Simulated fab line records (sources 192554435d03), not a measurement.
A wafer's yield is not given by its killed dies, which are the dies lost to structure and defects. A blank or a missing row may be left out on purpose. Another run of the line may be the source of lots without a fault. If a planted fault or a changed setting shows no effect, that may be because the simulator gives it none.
Split-lot experiment | flow n5Finfet | route with 1938 steps; 7 lots, 39 wafers read

## ON THE SPLIT
At N5_PASSIVATION_ETCH_15 (etches SiCN in CF4/N2, target depth 75 nm, time 81.2 s), the setting targetDepthA was moved away from the recipe's 750 angstrom on 18 of the 39 wafers read, by -59.6% to +27.0%. All remaining wafers had this setting at the recipe value.

The reading is taken at the split's own step.

## THE READING
etch.depthNm (the simulator's own value, which no gauge read), in nm, at N5_PASSIVATION_ETCH_15 (etches SiCN in CF4/N2, target depth 75 nm, time 81.2 s). No usual value for it is given in the file. Average 65.54 nm, standard deviation 0.92 nm, over the 21 wafers here run with the recipe.

wafer  | tool, chamber at the split | targetDepthA as run, angstrom | against the recipe | etch.depthNm, nm | against lot-mates on the recipe
L080.1 | rieDiel-03, 3              | 750                           | recipe             | 64.12            | -
L080.2 | rieDiel-03, 2              | 890.5                         | +18.7%             | 79.27            | +14.57
L080.3 | rieDiel-03, 1              | 890.5                         | +18.7%             | 77.75            | +13.05
L080.4 | rieDiel-03, 0              | 750                           | recipe             | 64.68            | -
L080.5 | rieDiel-03, 1              | 750                           | recipe             | 65.29            | -
L080.6 | rieDiel-03, 2              | 890.5                         | +18.7%             | 78.83            | +14.13
L082.1 | rieDiel-05, 2,0            | 534.4                         | -28.7%             | 47.82            | -17.11
L082.4 | rieDiel-05, 2,0            | 534.4                         | -28.7%             | 47.82            | -17.11
L082.2 | rieDiel-05, 1              | 750                           | recipe             | 64               | -
L082.3 | rieDiel-05, 3              | 534.4                         | -28.7%             | 46.74            | -18.19
L082.5 | rieDiel-05, 2              | 750                           | recipe             | 66.64            | -
L082.6 | rieDiel-05, 1              | 750                           | recipe             | 64.16            | -
L084.1 | rieDiel-05, 2              | 750                           | recipe             | 65.95            | -
L084.2 | rieDiel-05, 0              | 952.7                         | +27.0%             | 84.77            | +19.47
L084.3 | rieDiel-05, 3              | 750                           | recipe             | 65.29            | -
L084.4 | rieDiel-05, 0              | 952.7                         | +27.0%             | 84.88            | +19.58
L084.5 | rieDiel-05, 2              | 952.7                         | +27.0%             | 84.48            | +19.18
L084.6 | rieDiel-05, 3              | 750                           | recipe             | 64.66            | -
L086.1 | rieDiel-05, 0              | 750                           | recipe             | 66.39            | -
L086.5 | rieDiel-05, 2              | 750                           | recipe             | 65.9             | -
L086.6 | rieDiel-05, 1              | 750                           | recipe             | 67.02            | -
L094.1 | rieDiel-05, 3              | 750                           | recipe             | 65.05            | -
L094.2 | rieDiel-05, 1              | 750                           | recipe             | 67.01            | -
L094.3 | rieDiel-05, 2              | 315.2                         | -58.0%             | 27.93            | -37.82
L094.4 | rieDiel-05, 0              | 315.2                         | -58.0%             | 27.79            | -37.96
L094.5 | rieDiel-05, 0              | 315.2                         | -58.0%             | 27.86            | -37.89
L094.6 | rieDiel-05, 3              | 750                           | recipe             | 65.19            | -
L096.1 | rieDiel-03, 3              | 750                           | recipe             | 65.61            | -
L096.2 | rieDiel-03, 0              | 871.4                         | +16.2%             | 74.85            | +9.45
L096.3 | rieDiel-03, 1              | 750                           | recipe             | 65               | -
L096.4 | rieDiel-03, 2              | 871.4                         | +16.2%             | 75.79            | +10.39
L096.5 | rieDiel-03, 3              | 750                           | recipe             | 65.6             | -
L096.6 | rieDiel-03, 0              | 871.4                         | +16.2%             | 74.62            | +9.22
L095.1 | rieDiel-05, 3              | 750                           | recipe             | 65.52            | -
L095.2 | rieDiel-05, 0              | 303.2                         | -59.6%             | 26.86            | -39.40
L095.3 | rieDiel-05, 1              | 750                           | recipe             | 67.06            | -
L095.4 | rieDiel-05, 2              | 303.2                         | -59.6%             | 27.2             | -39.06
L095.5 | rieDiel-05, 3              | 303.2                         | -59.6%             | 26.23            | -40.03
L095.6 | rieDiel-05, 0              | 750                           | recipe             | 66.2             | -
If several chambers appear in one row, that row covers several wafers at once and the file leaves open which wafer was in which chamber.

FIT RESULTS
A straight line over all 39 wafers: etch.depthNm changes by +0.655 nm for each +1% of targetDepthA; r = +1.00; the points scatter about the line by 0.95 nm.
The same after taking each lot's own level away (the mean of its wafers on the recipe; 39 wafers): +0.663 nm for each +1%; r = +1.00; scatter 0.97 nm.
The reading moves by 40 nm for the largest change in targetDepthA, on that fit.
The lots' own levels span 64.697 to 66.437 nm, that is 1.9 times the standard deviation above.
So the lot-to-lot level changes the slope little: the two slopes agree.
Check: -39.2 nm against its lot-mates is what the line predicts for one of the wafers moved furthest among these (-59.6%) when that wafer is left out of the fit. It came out at -39.4 nm against them.

## THE WHOLE CHAIN: every reading that the file lists as answering this split, in the file's order
step                    | what it does                                           | reading                                                       | change (the file's fit)                                                           | r (the file's)
N5_PASSIVATION_ETCH_15  | etches SiCN in CF4/N2, target depth 75 nm, time 81.2 s | etch.depthNm (the simulator's own value, which no gauge read) | +0.66 nm for each +1% of the setting                                              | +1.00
N5_PASSIVATION_PROBE_49 |                                                        | killedAtOther                                                 | not straight: 1094.3 at the lowest setting, 3.4 at the recipe, 2.3 at the highest | not given

## THE FILE'S OWN FIT
etch.depthNm changes by +0.66 nm for each +1% of targetDepthA, r = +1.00.
